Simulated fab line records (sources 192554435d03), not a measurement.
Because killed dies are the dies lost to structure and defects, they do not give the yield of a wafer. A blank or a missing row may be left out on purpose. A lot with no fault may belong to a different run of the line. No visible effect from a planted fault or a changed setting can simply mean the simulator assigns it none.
fab line records + flow n5Finfet + part 2 of 2: steps 5 to 6 of 6
record:
- lots: 18
- wafers: 54
- lastDay: 19
route steps=1938 shown BEOL_M0_SAQP@673 BEOL_M0_CUTY@712 BEOL_M1@768
lots untouched by any fault: they come from a run of this same line in which no faults occurred
startH: the number of hours between the record's first day and the start of the first shown wafer of the lot + waitH: hours elapsed since this lot's preceding step + " identical to the entry in the row above + L1.1+2: a single row standing in for several wafers + - no value, or no start was given + * or withheld: withheld + < > ~ a bound
route shown NAME@n: NAME is a module with steps in the file, n the number in the route of the first one + usual: mean/standard deviation taken from wafers without a fault + same: alike in all rows + chamber/n: place in a boat + sites: the reading at each site + _std_site: the values' standard deviation + _edge_site: the outer-site mean with the inner-site mean subtracted + radiusMm: how far each site lies from the wafer's centre + mask NAME#n: copy n + behind: tool/chamber where the wafer was last shaped + hold: reason for holding the lot/hours on hold/outcome of the hold + device: transistor that didn't switch, given as n, p or np + end of line: tests run on the same wafers once the route is complete + a step given without rows: its recipe and nothing more + killed: count of dies lost to structure and defects at first sort (not the wafer's yield) + map: per-die view of a wafer (x killed, . not killed, _ where there is no die)
set.NAME: the setting as run; set.NAME@STEP: as run at that earlier step + model.NAME: the simulator's own value behind a step, which no gauge read
a sample of lots followed through the steps of the route, with each step as a table and each wafer as a row
services: when a tool's chamber went out of use (startH, in hours from the record's first day, below 0 if earlier), for how many hours, and the reason
== steps ==
step: N5_BEOL_M1_HM_OPEN_17
recipe:
- chemistry: Cl2/BCl3
- targetDepthA: 200
- overetchA: 60
- target: TiN
- maskMaterial: SOC
- ionEnergyEv: 150
- pressureMtorr: 10
- icpW: 1000
- biasW: 126
- Cl2_flow_sccm: 53.25
- bcl3FlowSccm: 21.75
- Ar_flow_sccm: 25
usual:
- drypumpMotorCurrentA: 5.3/0.39
- oesProductAu: 0.65/0.11
- throttleValvePct: 22.2/0.36
| lot.wafer | tool        | chamber | startH | waitH | drypumpMotorCurrentA | oesProductAu | rfHoursCounterH | throttleValvePct |
|-----------|-------------|---------|--------|-------|----------------------|--------------|-----------------|------------------|
| L074.1    | rieMetal-01 | 1       | 126.10 | 0.0   | 5.6                  | 0.52         | 120             | 22.7             |
| L074.3    | "           | 0       | "      | "     | 4.8                  | 0.50         | -               | 22.6             |
| L074.6    | "           | 1       | "      | "     | 5.6                  | 0.52         | -               | 22.7             |
| L075.2    | rieMetal-01 | 0       | 138.05 | 0.0   | 4.8                  | 0.51         | 121             | 22.6             |
| L075.4    | "           | 1       | "      | "     | 5.6                  | 0.52         | -               | 22.7             |
| L075.6    | "           | 0       | "      | "     | 4.8                  | 0.50         | -               | 22.6             |
| L078.1    | rieMetal-03 | 0       | 147.85 | 0.0   | 5.0                  | 0.78         | 7               | 21.9             |
| L078.3    | "           | 0       | "      | "     | 5.0                  | 0.77         | -               | 21.9             |
| L078.4    | "           | 1       | "      | "     | 5.4                  | 0.70         | -               | 22.2             |
| L079.1    | rieMetal-03 | 1       | 159.37 | 0.0   | 5.4                  | 0.69         | 26              | 22.2             |
| L079.4    | "           | 0       | "      | "     | 5.0                  | 0.77         | -               | 21.9             |
| L079.6    | "           | 1       | "      | "     | 5.3                  | 0.70         | -               | 22.2             |
| L080.1    | rieMetal-02 | 1       | 161.96 | 0.0   | 5.1                  | 0.77         | 11              | 22.1             |
| L080.4    | "           | 1       | "      | "     | 5.1                  | 0.77         | -               | 22.1             |
| L080.6    | "           | 0       | "      | "     | 5.9                  | 0.68         | -               | 21.6             |
| L081.1    | rieMetal-01 | 0       | 167.77 | 0.0   | 4.8                  | 0.51         | 123             | 22.6             |
| L081.3    | "           | 1       | "      | "     | 5.6                  | 0.52         | -               | 22.7             |
| L081.4    | "           | 0       | "      | "     | 4.8                  | 0.52         | -               | 22.6             |
| L082.3    | rieMetal-01 | 1       | 179.48 | 0.1   | 5.6                  | 0.52         | -               | 22.7             |
| L082.4    | "           | 0       | "      | "     | 4.8                  | 0.51         | -               | 22.6             |
| L082.6    | "           | 1       | "      | "     | 5.6                  | 0.52         | -               | 22.7             |
| L083.2    | rieMetal-03 | 1       | 185.84 | 0.0   | 5.3                  | 0.68         | 28              | 22.2             |
| L083.4    | "           | 0       | "      | "     | 5.0                  | 0.76         | -               | 21.9             |
| L083.6    | "           | 0       | "      | "     | 5.0                  | 0.76         | -               | 21.9             |
| L084.1    | rieMetal-02 | 1       | 188.52 | 0.0   | 5.1                  | 0.76         | 12              | 22.1             |
| L084.4    | "           | 1       | "      | "     | 5.1                  | 0.77         | -               | 22.1             |
| L084.6    | "           | 0       | "      | "     | 5.9                  | 0.68         | -               | 21.6             |
| L086.1    | rieMetal-03 | 0       | 202.62 | 0.0   | 5.0                  | 0.75         | 11              | 21.9             |
| L086.5    | "           | 1       | "      | "     | 5.4                  | 0.70         | -               | 22.2             |
| L086.6    | "           | 0       | "      | "     | 5.1                  | 0.75         | -               | 21.9             |
| L087.1    | rieMetal-01 | 0       | 206.56 | 0.0   | 4.8                  | 0.51         | 126             | 22.6             |
| L087.2    | "           | 1       | "      | "     | 5.6                  | 0.52         | 126             | 22.7             |
| L087.5    | "           | 1       | "      | "     | 5.6                  | 0.53         | -               | 22.7             |
| L088.1    | rieMetal-01 | 0       | 211.87 | 0.0   | 4.8                  | 0.50         | 126             | 22.6             |
| L088.3    | "           | 0       | "      | "     | 4.8                  | 0.50         | -               | 22.6             |
| L088.6    | "           | 1       | "      | "     | 5.6                  | 0.51         | -               | 22.7             |
| L089.2    | rieMetal-01 | 1       | 216.19 | 0.0   | 5.6                  | 0.51         | 127             | 22.7             |
| L089.3    | "           | 0       | "      | "     | 4.8                  | 0.50         | -               | 22.6             |
| L089.6    | "           | 0       | "      | "     | 4.8                  | 0.50         | -               | 22.6             |
| L090.3    | rieMetal-01 | 0       | 224.34 | 0.1   | 4.8                  | 0.50         | -               | 22.6             |
| L090.4    | "           | 0       | "      | "     | 4.8                  | 0.51         | -               | 22.6             |
| L090.5    | "           | 0       | "      | "     | 4.8                  | 0.50         | -               | 22.6             |
| L091.1    | rieMetal-03 | 1       | 224.71 | 0.0   | 5.4                  | 0.68         | 32              | 22.2             |
| L091.2    | "           | 0       | "      | "     | 5.0                  | 0.73         | 14              | 21.9             |
| L091.6    | "           | 0       | "      | "     | 5.0                  | 0.74         | -               | 21.9             |
| L092.1    | rieMetal-01 | 0       | 232.99 | 0.0   | 4.8                  | 0.49         | 130             | 22.6             |
| L092.2    | "           | 0       | "      | "     | 4.8                  | 0.50         | -               | 22.6             |
| L092.6    | "           | 0       | "      | "     | 4.8                  | 0.51         | -               | 22.6             |
| L094.1    | rieMetal-02 | 1       | 248.95 | 0.1   | 5.2                  | 0.74         | 17              | 22.2             |
| L094.2    | "           | 0       | "      | "     | 5.9                  | 0.68         | 36              | 21.7             |
| L094.5    | "           | 1       | "      | "     | 5.1                  | 0.74         | -               | 22.2             |
| L097.2    | rieMetal-02 | 1       | 266.26 | 0.0   | 5.1                  | 0.74         | 19              | 22.1             |
| L097.3    | "           | 1       | "      | "     | 5.1                  | 0.73         | -               | 22.2             |
| L097.6    | "           | 0       | "      | "     | 5.9                  | 0.66         | -               | 21.7             |
step: N5_BEOL_M1_ETCH_77
recipe:
- chemistry: N2/H2
- target: underlayer
- targetDepthA: 65
- maskMaterial: CAR-EUV
- timeS: 5.2
- ionEnergyEv: 200
- pressureMtorr: 30
- sourceW: 840
- biasW: 150
- n2FlowSccm: 200
- h2FlowSccm: 200
- ends: cleared
usual:
- drypumpMotorCurrentA: 5.8/0.48
- etchRfOnTimeS: 5.16/0.12
- n2FlowSccm: 200.1/0.56
- oesProductAu: 0.68/0.076
- rfVppV: 524/3.1
- showerheadPlenumPTorr: 2.54/0.1
- throttleValvePct: 17.97/0.22
| lot.wafer | tool       | chamber | startH | waitH | drypumpMotorCurrentA | etchRfOnTimeS | n2FlowSccm | oesProductAu | rfHoursCounterH | rfVppV | showerheadPlenumPTorr | throttleValvePct |
|-----------|------------|---------|--------|-------|----------------------|---------------|------------|--------------|-----------------|--------|-----------------------|------------------|
| L074.1    | rieDiel-05 | 2       | 127.20 | 0.0   | 6.0                  | 5.08          | 199.0      | 0.67         | 124             | 527    | 2.67                  | 18.31            |
| L074.3    | "          | 3       | "      | "     | 5.2                  | 5.22          | 199.9      | 0.62         | 186             | 523    | 2.53                  | 17.63            |
| L074.6    | "          | 1       | "      | "     | 5.6                  | 5.34          | 199.4      | 0.59         | -               | 527    | 2.63                  | 18.05            |
| L075.2    | rieDiel-02 | 3       | 138.75 | 0.0   | 5.2                  | 5.03          | 199.0      | 0.79         | 26              | 526    | 2.59                  | 18.12            |
| L075.4    | "          | 0       | "      | "     | 6.2                  | 5.04          | 199.4      | 0.61         | 236             | 526    | 2.62                  | 17.80            |
| L075.6    | "          | 2       | "      | "     | 5.3                  | 4.98          | 200.1      | 0.70         | -               | 523    | 2.45                  | 17.79            |
| L078.1    | rieDiel-06 | 0       | 148.50 | 0.0   | 5.3                  | 5.00          | 199.4      | 0.68         | 112             | 520    | 2.36                  | 18.06            |
| L078.3    | "          | 2       | "      | "     | 6.1                  | 5.39          | 199.8      | 0.82         | 3               | 526    | 2.61                  | 17.88            |
| L078.4    | "          | 3       | "      | "     | 6.0                  | 5.24          | 200.3      | 0.61         | 189             | 520    | 2.41                  | 18.00            |
| L079.1    | rieDiel-06 | 0       | 160.08 | 0.0   | 5.2                  | 5.01          | 201.2      | 0.67         | 115             | 516    | 2.35                  | 18.08            |
| L079.4    | "          | 3       | "      | "     | 6.0                  | 5.25          | 200.6      | 0.60         | 191             | 523    | 2.41                  | 18.05            |
| L079.6    | "          | 3       | "      | "     | 6.0                  | 5.22          | 200.4      | 0.61         | -               | 520    | 2.41                  | 18.02            |
| L080.1    | rieDiel-02 | 1       | 163.00 | 0.0   | 6.5                  | 5.21          | 200.6      | 0.78         | 17              | 528    | 2.71                  | 17.80            |
| L080.4    | "          | 3       | "      | "     | 5.2                  | 5.13          | 199.6      | 0.78         | 32              | 526    | 2.59                  | 18.15            |
| L080.6    | "          | 2       | "      | "     | 5.3                  | 5.06          | 199.9      | 0.69         | -               | 520    | 2.45                  | 17.80            |
| L081.1    | rieDiel-05 | 1       | 168.67 | 0.0   | 5.6                  | 5.35          | 200.5      | 0.58         | 217             | 527    | 2.63                  | 18.06            |
| L081.3    | "          | 2       | "      | "     | 6.0                  | 5.08          | 200.3      | 0.66         | 134             | 528    | 2.67                  | 18.34            |
| L081.4    | "          | 3       | "      | "     | 5.2                  | 5.25          | 200.0      | 0.62         | 196             | 523    | 2.53                  | 17.68            |
| L082.3    | rieDiel-05 | 2       | 180.24 | 0.0   | 6.0                  | 5.10          | 199.7      | 0.65         | 137             | 526    | 2.67                  | 18.33            |
| L082.4    | "          | 0       | "      | "     | 5.8                  | 5.20          | 199.6      | 0.59         | 249             | 522    | 2.49                  | 18.15            |
| L082.6    | "          | 3       | "      | "     | 5.1                  | 5.19          | 199.7      | 0.62         | -               | 523    | 2.53                  | 17.68            |
| L083.2    | rieDiel-05 | 1       | 186.62 | 0.0   | 5.6                  | 5.42          | 199.2      | 0.58         | 221             | 525    | 2.63                  | 18.06            |
| L083.4    | "          | 1       | "      | "     | 5.6                  | 5.44          | 199.1      | 0.58         | -               | 528    | 2.63                  | 18.07            |
| L083.6    | "          | 3       | "      | "     | 5.1                  | 5.27          | 200.8      | 0.61         | -               | 522    | 2.53                  | 17.67            |
| L084.1    | rieDiel-06 | 0       | 189.18 | 0.0   | 5.3                  | 5.03          | 200.0      | 0.67         | 123             | 519    | 2.35                  | 18.09            |
| L084.4    | "          | 1       | "      | "     | 6.5                  | 5.04          | 200.3      | 0.65         | 176             | 523    | 2.52                  | 18.13            |
| L084.6    | "          | 1       | "      | "     | 6.5                  | 5.03          | 200.6      | 0.65         | -               | 523    | 2.52                  | 18.16            |
| L086.1    | rieDiel-02 | 3       | 203.53 | 0.0   | 5.2                  | 5.13          | 199.5      | 0.77         | 43              | 526    | 2.59                  | 18.18            |
| L086.5    | "          | 3       | "      | "     | 5.3                  | 5.03          | 200.3      | 0.76         | -               | 524    | 2.59                  | 18.17            |
| L086.6    | "          | 1       | "      | "     | 6.6                  | 5.14          | 200.1      | 0.75         | -               | 530    | 2.71                  | 17.80            |
| L087.1    | rieDiel-06 | 2       | 207.38 | 0.0   | 6.1                  | 5.42          | 200.0      | 0.76         | 21              | 528    | 2.60                  | 17.93            |
| L087.2    | "          | 0       | "      | "     | 5.3                  | 5.12          | 200.0      | 0.67         | 132             | 519    | 2.35                  | 18.09            |
| L087.5    | "          | 2       | "      | "     | 6.1                  | 5.42          | 200.3      | 0.75         | -               | 526    | 2.60                  | 17.93            |
| L088.1    | rieDiel-02 | 1       | 212.54 | 0.0   | 6.6                  | 5.22          | 199.5      | 0.75         | 34              | 528    | 2.71                  | 17.83            |
| L088.3    | "          | 3       | "      | "     | 5.2                  | 5.11          | 200.3      | 0.75         | 48              | 525    | 2.58                  | 18.17            |
| L088.6    | "          | 1       | "      | "     | 6.6                  | 5.22          | 199.9      | 0.74         | -               | 528    | 2.71                  | 17.82            |
| L089.2    | rieDiel-06 | 2       | 217.21 | 0.0   | 6.1                  | 5.42          | 199.6      | 0.77         | 24              | 525    | 2.60                  | 17.93            |
| L089.3    | "          | 1       | "      | "     | 6.5                  | 5.03          | 199.4      | 0.65         | 184             | 523    | 2.51                  | 18.16            |
| L089.6    | "          | 1       | "      | "     | 6.5                  | 5.07          | 200.0      | 0.64         | -               | 523    | 2.51                  | 18.18            |
| L090.3    | rieDiel-02 | 3       | 225.16 | 0.0   | 5.3                  | 5.06          | 199.8      | 0.74         | 54              | 523    | 2.58                  | 18.21            |
| L090.4    | "          | 1       | "      | "     | 6.6                  | 5.10          | 201.2      | 0.74         | 39              | 528    | 2.70                  | 17.82            |
| L090.5    | "          | 2       | "      | "     | 5.3                  | 5.04          | 200.4      | 0.67         | -               | 523    | 2.44                  | 17.85            |
| L091.1    | rieDiel-02 | 1       | 225.49 | 0.0   | 6.5                  | 5.26          | 199.9      | 0.74         | 39              | 528    | 2.71                  | 17.81            |
| L091.2    | "          | 2       | "      | "     | 5.3                  | 5.11          | 199.7      | 0.67         | 131             | 520    | 2.44                  | 17.86            |
| L091.6    | "          | 0       | "      | "     | 6.2                  | 5.08          | 199.1      | 0.83         | -               | 526    | 2.62                  | 17.36            |
| L092.1    | rieDiel-02 | 3       | 234.04 | 0.0   | 5.2                  | 5.02          | 199.7      | 0.77         | 56              | 525    | 2.58                  | 18.21            |
| L092.2    | "          | 2       | "      | "     | 5.3                  | 5.05          | 201.7      | 0.68         | 133             | 521    | 2.44                  | 17.86            |
| L092.6    | "          | 2       | "      | "     | 5.3                  | 5.03          | 200.3      | 0.68         | -               | 523    | 2.44                  | 17.86            |
| L094.1    | rieDiel-05 | 3       | 249.69 | 0.0   | 5.2                  | 5.21          | 200.0      | 0.60         | 224             | 522    | 2.52                  | 17.73            |
| L094.2    | "          | 1       | "      | "     | 5.6                  | 5.39          | 200.6      | 0.56         | 245             | 525    | 2.62                  | 18.12            |
| L094.5    | "          | 3       | "      | "     | 5.1                  | 5.30          | 199.4      | 0.59         | -               | 525    | 2.52                  | 17.73            |
| L097.2    | rieDiel-05 | 0       | 267.04 | 0.0   | 5.8                  | 5.23          | 200.0      | 0.77         | 21              | 523    | 2.48                  | 17.75            |
| L097.3    | "          | 2       | "      | "     | 6.0                  | 5.14          | 199.6      | 0.63         | 167             | 525    | 2.65                  | 18.37            |
| L097.6    | "          | 3       | "      | "     | 5.2                  | 5.32          | 200.5      | 0.58         | -               | 520    | 2.51                  | 17.74            |
== services ==
| tool        | chamber | startH | hours | kind                        |
|-------------|---------|--------|-------|-----------------------------|
| rieDiel-01  | 0       | 100.51 | 13.7  | repair                      |
| rieMetal-02 | 1       | 102.76 | 13.0  | repair                      |
| rieDiel-04  | 2       | 110.41 | 45.9  | repair                      |
| rieDiel-04  | -       | 115.75 | 0.4   | repair                      |
| rieDiel-06  | 0       | 117.80 | 3.6   | repair                      |
| rieMetal-01 | -       | 122.63 | 0.3   | repair                      |
| rieDiel-02  | -       | 145.67 | 1.1   | repair                      |
| rieDiel-04  | 0       | 159.67 | 9.2   | repair                      |
| rieDiel-04  | 3       | 166.89 | 6.3   | repair                      |
| rieDiel-06  | 3       | 177.16 | 1.4   | repair                      |
| rieDiel-05  | 0       | 186.26 | -     | clean                       |
| rieDiel-05  | 0       | 186.26 | -     | consumableReplace:focusRing |
| rieDiel-05  | 0       | 186.26 | 17.9  | scheduledDown               |
| rieDiel-05  | 0       | 186.26 | 17.9  | ventCycle                   |
| rieDiel-06  | 1       | 192.14 | 6.6   | repair                      |
| rieDiel-01  | 2       | 196.01 | 16.2  | repair                      |
| rieMetal-02 | -       | 204.92 | 0.7   | repair                      |
| rieDiel-06  | 3       | 210.04 | 5.9   | repair                      |
| rieDiel-05  | -       | 215.11 | 2.8   | pm                          |
| rieMetal-02 | -       | 224.20 | 0.5   | repair                      |
| rieDiel-01  | 0       | 236.26 | 2.0   | repair                      |
| rieDiel-01  | 1       | 242.72 | 9.3   | repair                      |
| rieDiel-03  | 1       | 252.93 | 10.3  | repair                      |
| rieDiel-05  | 1       | 264.80 | -     | clean                       |
